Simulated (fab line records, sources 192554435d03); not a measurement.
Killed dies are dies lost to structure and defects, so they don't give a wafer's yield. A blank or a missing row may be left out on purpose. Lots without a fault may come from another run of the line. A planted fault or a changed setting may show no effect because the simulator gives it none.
fab line records | flow n5_finfet
record lots=13 wafers=39 last_day=19
route steps=1938 shown BEOL_M1@826 PASSIVATION@1906
lots that met no fault: from a run of the same line without faults
start_h: hours from the record's first day to the start of the lot's first wafer shown | wait_h: hours since the lot's step before | " the same as in the row above | L1.1+2: a row that stands for several wafers | - no value, or no start given | * or withheld: withheld | < > ~ a bound
route shown NAME@n: a module of which the file shows steps, and the number in the route of the first | usual: mean/standard deviation of fault-free wafers | same: alike in all rows | chamber/n: place in a boat | sites: the reading at each site | _std_site: their standard deviation | _edge_site: outer sites' mean less inner sites' | radius_mm: how far each site lies from the wafer's centre | mask NAME#n: copy n | behind: the tool/chamber that last shaped the wafer | hold: why the lot was held/for how many hours/how that ended | device: the transistor (n, p or np) that didn't switch | end of line: the same wafers' tests at the end of the route | a step without rows: its recipe alone | killed: dies lost to structure and defects at the first sort, not the wafer's yield | map: a wafer's dies, x killed, . not, _ none there
set.NAME: the setting as run; set.NAME@STEP: as run at that earlier step | model.NAME: the simulator's own value behind a step, which no gauge read
steps of the route over a sample of lots; a table a step, a row a wafer
services: from which hour (start_h, from the record's first day; less than 0 if before it) a tool's chamber was out of use, for how many hours, and why
## steps
# step N5_BEOL_M1_SPUTTER_92
# recipe material=Cu target_thk_a=45 temp_c=-20 chamber_pressure_pa=0.07 power_w=withheld time_s=8.29
# usual throttle_valve_pct=30.2/0.7
# columns lot.wafer tool chamber start_h wait_h throttle_valve_pct
L929.1 pvd_sputter-01 - 147.28 0.1 29.3
L929.2 " - " " 30.9
L929.6 " - " " 31.2
L928.1 pvd_sputter-02 - 147.36 0.1 31.3
L928.4 " - " " 29.2
L928.6 " - " " 31.1
L930.3 pvd_sputter-02 - 149.36 0.1 29.5
L930.4 " - " " 31.0
L930.6 " - " " 30.4
L931.4 pvd_sputter-03 - 154.59 0.1 29.6
L931.5 " - " " 29.5
L931.6 " - " " 29.9
L933.1 pvd_sputter-03 - 170.91 0.1 30.1
L933.4 " - " " 30.7
L933.6 " - " " 29.5
L935.1 pvd_sputter-02 - 190.78 0.1 30.4
L935.2 " - " " 30.4
L935.6 " - " " 30.3
L938.1 pvd_sputter-03 - 211.82 0.1 31.2
L938.3 " - " " 29.9
L938.4 " - " " 29.6
L939.1 pvd_sputter-03 - 219.00 0.1 30.9
L939.4 " - " " 30.3
L939.6 " - " " 31.0
L943.2 pvd_sputter-02 - 234.69 0.1 30.1
L943.3 " - " " 29.3
L943.5 " - " " 30.5
L942.2 pvd_sputter-02 - 236.53 0.1 30.8
L942.3 " - " " 29.2
L942.6 " - " " 31.0
L946.1 pvd_sputter-03 - 240.59 0.1 30.8
L946.2 " - " " 29.7
L946.4 " - " " 30.3
L948.1 pvd_sputter-03 - 248.56 0.1 30.3
L948.3 " - " " 29.5
L948.4 " - " " 31.0
L949.2 pvd_sputter-03 - 257.85 0.1 30.2
L949.5 " - " " 29.7
L949.6 " - " " 30.1
# step N5_PASSIVATION_OVL_MEAS_63
# recipe points_per_wafer=44
# usual PAD_OVL=-4/5.8
# columns lot.wafer tool chamber start_h wait_h PAD_OVL[nm]
L928.1 overlay-02 0 285.89 0.0 4
L928.4 " 0 " " 1
L928.6 " 0 " " 2
L929.1 overlay-01 0 289.34 0.0 -1
L929.2 " 0 " " -1
L929.6 " 0 " " 2
L931.4 overlay-01 0 344.70 0.0 -4
L931.5 " 0 " " 0
L931.6 " 0 " " -3
L933.1 overlay-02 0 366.85 0.0 -7
L933.4 " 0 " " -11
L933.6 " 0 " " -13
L935.1 overlay-02 0 376.37 0.0 -8
L935.2 " 0 " " -3
L935.6 " 0 " " -1
L938.1 overlay-02 0 401.66 0.0 -6
L938.3 " 0 " " -2
L938.4 " 0 " " -5
L939.1 overlay-01 0 401.82 0.0 5
L939.4 " 0 " " 0
L939.6 " 0 " " -2
L943.2 overlay-01 0 412.27 0.0 -4
L943.3 " 0 " " -6
L943.5 " 0 " " -11
L930.3 overlay-02 0 412.74 0.0 0
L930.4 " 0 " " -8
L930.6 " 0 " " -10
L942.2 overlay-01 0 444.23 0.0 2
L942.3 " 0 " " -7
L942.6 " 0 " " -5
L946.1 overlay-01 0 456.40 0.0 -7
L946.2 " 0 " " -5
L946.4 " 0 " " -3
L949.2 overlay-02 0 457.02 0.0 -10
L949.5 " 0 " " -10
L949.6 " 0 " " -10
L948.1 overlay-01 0 457.69 0.0 -6
L948.3 " 0 " " -8
L948.4 " 0 " " -5
# step N5_PASSIVATION_PECVD_35
# recipe material=SiNx target_thk_a=7000 temp_c=400 precursor=SiH4/NH3/N2 pressure_torr=4.9 rf_w=1406 time_s=151.3
# usual heater_power_w=413/81 showerhead_plenum_p_Torr=8.68/0.088 throttle_valve_pct=28.8/1.6
# columns lot.wafer tool chamber start_h wait_h heater_power_w showerhead_plenum_p_Torr throttle_valve_pct
L928.1 pecvd-01 0 287.16 0.1 405 8.63 29.3
L928.4 " 1 " " 470 8.67 26.2
L928.6 " 0 " " 420 8.64 29.2
L929.1 pecvd-02 1 290.62 0.1 365 8.77 32.1
L929.2 " 2 " " 381 8.77 28.3
L929.6 " 0 " " 285 8.53 28.8
L931.4 pecvd-01 0 346.04 0.1 454 8.62 28.9
L931.5 " 1 " " 467 8.67 26.3
L931.6 " 2 " " 381 8.66 28.8
L933.1 pecvd-04 1 368.39 0.1 664 8.75 32.7
L933.4 " 1 " " 479 8.74 32.8
L933.6 " 0 " " 566 8.59 29.3
L935.1 pecvd-01 1 377.64 0.1 457 8.67 26.2
L935.2 " 0 " " 339 8.63 29.3
L935.6 " 1 " " 495 8.69 26.0
L938.1 pecvd-02 2 403.04 0.1 444 8.77 29.1
L938.3 " 0 " " 375 8.53 28.9
L938.4 " 2 " " 450 8.78 29.0
L939.1 pecvd-01 0 403.20 0.1 405 8.64 29.0
L939.4 " 1 " " 436 8.67 26.3
L939.6 " 0 " " 432 8.66 29.2
L943.2 pecvd-02 1 413.63 0.1 434 8.76 27.0
L943.3 " 0 " " 313 8.53 29.1
L943.5 " 1 " " 472 8.78 27.0
L930.3 pecvd-04 1 414.33 0.1 547 8.77 32.7
L930.4 " 2 " " 430 8.78 29.5
L930.6 " 1 " " 583 8.75 32.7
L942.2 pecvd-04 0 445.50 0.1 530 8.60 29.2
L942.3 " 2 " " 383 8.80 29.4
L942.6 " 2 " " 415 8.77 29.7
L946.1 pecvd-04 1 457.76 0.1 591 8.72 32.6
L946.2 " 0 " " 532 8.58 29.4
L946.4 " 0 " " 550 8.58 29.5
L949.2 pecvd-02 0 458.37 0.1 346 8.52 29.1
L949.5 " 1 " " 441 8.78 27.0
L949.6 " 0 " " 386 8.54 29.0
L948.1 pecvd-02 2 459.22 0.1 455 8.74 28.9
L948.3 " 0 " " 336 8.52 29.1
L948.4 " 1 " " 392 8.77 26.9
# step N5_PASSIVATION_PROBE_49
# usual defect_limited_yield=90.9/1.4 killed_at_M0_to_M3=38/11 killed_at_M4_up=13/5.9 killed_at_contacts=14/6.4 killed_at_front_end=38/11 killed_at_other=3.3/2.5 killed_dies=107/16 killed_on_rim=14/3.6 killed_open=70/12 killed_short=35/7.7 sort_bin_5_function=5.3/0.94 sort_bin_6_memory=3.5/0.7 sort_n_pass=1073/16 sort_yield_pct=90.9/1.4
# same gross_dies=1180 killed_at_back_side=0 sort_bin_4_leakage[%]=0 sort_bin_8_speed[%]=0
# columns lot.wafer tool chamber start_h wait_h defect_limited_yield[%] killed_at_M0_to_M3 killed_at_M4_up killed_at_contacts killed_at_front_end killed_at_other killed_dies killed_on_rim killed_open killed_short sort_bin_5_function[%] sort_bin_6_memory[%] sort_n_pass sort_yield_pct[%]
L939.1 prober-01 - 407.03 0.0 89.7 41 22 20 37 2 122 14 82 40 5.3 5.1 1058 89.7
L939.4 prober-01 - 407.18 0.2 90.1 55 18 14 29 1 117 13 80 37 6.4 3.4 1063 90.1
L939.6 prober-01 - 407.28 0.3 90.0 45 20 18 31 4 118 15 82 36 5.9 3.6 1062 90.0
L943.2 prober-01 - 417.40 0.1 89.4 72 15 14 23 1 125 14 87 36 5.0 5.1 1055 89.4
L943.3 prober-01 - 417.45 0.1 80.6 164 10 11 39 5 229 28 80 37 11.4 4.9 951 80.6
L943.5 prober-01 - 417.55 0.2 90.3 75 6 10 21 3 115 12 68 47 5.9 3.5 1065 90.3
L942.2 prober-02 - 449.86 0.1 91.0 54 12 12 26 2 106 13 74 31 4.5 4.2 1074 91.0
L942.3 prober-02 - 449.91 0.1 81.9 156 8 12 36 1 213 35 80 30 10.5 3.9 967 81.9
L942.6 prober-02 - 450.06 0.3 90.0 42 10 23 42 1 118 19 68 50 6.2 3.4 1062 90.0
# killed by level:class
L939.1 MOL_CONTACT_COAG:geometric_particle:open=14 DUMMY_GATE:geometric_particle:open=10 BEOL_M3:geometric_particle:open=10 BEOL_M4:geometric_particle:open=10 BEOL_M2:geometric_particle:open=7 MOL_CONTACT_COAG:geometric_particle:short=6 BEOL_M0_SAQP:geometric_particle:short=6 STI_FIN_REVEAL:geometric_particle:open=5
L939.4 MOL_CONTACT_COAG:geometric_particle:open=12 BEOL_M0:geometric_particle:open=12 BEOL_M4:geometric_particle:open=12 BEOL_M3:geometric_particle:open=11 BEOL_M0_SAQP:geometric_particle:open=10 GATE_CUT:geometric_particle:short=8 BEOL_M0_SAQP:geometric_particle:short=7 BEOL_M2:geometric_particle:open=7
L939.6 MOL_CONTACT_COAG:geometric_particle:open=14 FIN_SAQP:geometric_particle:short=12 BEOL_M2:geometric_particle:open=9 BEOL_M3:geometric_particle:open=9 FIN_SAQP:geometric_particle:open=8 BEOL_M0_SAQP:geometric_particle:open=7 BEOL_M0:geometric_particle:open=6 BEOL_M4:geometric_particle:open=6
L943.2 BEOL_M0_SAQP:geometric_particle:open=14 BEOL_M2:geometric_particle:open=14 BEOL_M0_SAQP:geometric_particle:short=12 MOL_CONTACT_COAG:geometric_particle:open=10 BEOL_M1:geometric_particle:open=10 BEOL_M0:geometric_particle:open=9 FIN_SAQP:geometric_particle:short=4 FIN_SAQP:geometric_particle:open=4
L943.3 BEOL_M1:unspecified=111 BEOL_M0_SAQP:geometric_particle:open=15 BEOL_M1:geometric_particle:open=11 FIN_SAQP:geometric_particle:open=8 BEOL_M0_SAQP:geometric_particle:short=8 FIN_SAQP:geometric_particle:short=7 MOL_CONTACT_COAG:geometric_particle:open=7 BEOL_M2:geometric_particle:open=7
L943.5 BEOL_M0_SAQP:geometric_particle:short=26 BEOL_M0_SAQP:geometric_particle:open=25 MOL_CONTACT_COAG:geometric_particle:open=9 BEOL_M0:geometric_particle:open=7 FIN_SAQP:geometric_particle:open=6 BEOL_M1:geometric_particle:open=4 BEOL_M2:geometric_particle:open=4 FIN_SAQP:geometric_particle:short=3
L942.2 BEOL_M2:geometric_particle:open=15 MOL_CONTACT_COAG:geometric_particle:open=9 BEOL_M0_SAQP:geometric_particle:open=8 BEOL_M0_SAQP:geometric_particle:short=7 BEOL_M2:geometric_particle:short=6 BEOL_M3:geometric_particle:open=6 STI_FIN_REVEAL:geometric_particle:open=5 BEOL_M1:geometric_particle:open=5
L942.3 BEOL_M1:unspecified=103 BEOL_M2:geometric_particle:open=22 MOL_CONTACT_COAG:geometric_particle:open=10 BEOL_M0_SAQP:geometric_particle:open=9 BEOL_M2:geometric_particle:short=8 DUMMY_GATE:geometric_particle:open=6 BEOL_M3:geometric_particle:open=6 FIN_SAQP:geometric_particle:open=5
L942.6 MOL_CONTACT_COAG:geometric_particle:open=14 FIN_SAQP:geometric_particle:short=12 BEOL_M0_SAQP:geometric_particle:short=12 MOL_CONTACT_COAG:geometric_particle:short=9 BEOL_M2:geometric_particle:open=8 FIN_SAQP:geometric_particle:open=6 BEOL_M3:geometric_particle:open=6 STI_FIN_REVEAL:geometric_particle:open=5
## services
# columns tool chamber start_h hours kind
pecvd-01 0 139.76 7.1 repair
pecvd-02 - 171.92 1.4 repair
pecvd-02 - 175.34 2.1 repair
pvd_sputter-03 - 205.12 1.6 repair
pecvd-02 2 212.74 2.1 scheduled_down
pecvd-02 1 227.29 5.5 scheduled_down
pvd_sputter-01 - 237.91 1.1 repair
pecvd-01 1 274.17 12.3 repair
pecvd-01 - 275.27 0.9 repair
pecvd-02 0 279.38 2.1 scheduled_down
pecvd-04 2 287.69 4.1 repair
pecvd-04 - 289.55 6.0 pm
pecvd-02 - 298.59 3.4 repair
pecvd-02 - 326.95 0.6 repair
pecvd-04 2 331.11 30.4 repair
pecvd-02 - 335.57 2.8 pm
pecvd-02 1 383.62 - clean
pecvd-02 1 383.62 - consumable_replace:showerhead
pecvd-02 1 383.62 29.0 scheduled_down
pecvd-02 1 383.62 29.0 vent_cycle
pecvd-02 - 415.73 1.4 repair
pecvd-01 1 420.08 4.5 repair
pvd_sputter-01 - 430.44 0.9 repair
pecvd-01 - 456.03 2.6 repair
## key
first_sign step=N5_PASSIVATION_PROBE_49 reading=killed_at_M0_to_M3 direction=up sigmas=11 usual=38 struck=160
effect step=N5_PASSIVATION_PROBE_49 reading=killed_dies direction=up sigmas=6.9 usual=107 struck=221
more_kills_born_at N5_BEOL_M1_SPUTTER_92@pvd_sputter-02=214
met_at N5_BEOL_M1_SPUTTER_92
struck_lots L942,L943
struck_wafers L942.3,L943.3
not_acting_at N5_PASSIVATION_OVL_MEAS_63,N5_PASSIVATION_PECVD_35
onset_between 149.36 234.69
fault kind=chamber_particle_source tool=pvd_sputter-02 chamber=- onset_h=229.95 steps=N5_BEOL_M1_SPUTTER_92 rate_per_visit_cm2=1.8735 end_h=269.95 scope=struck_wafers_only
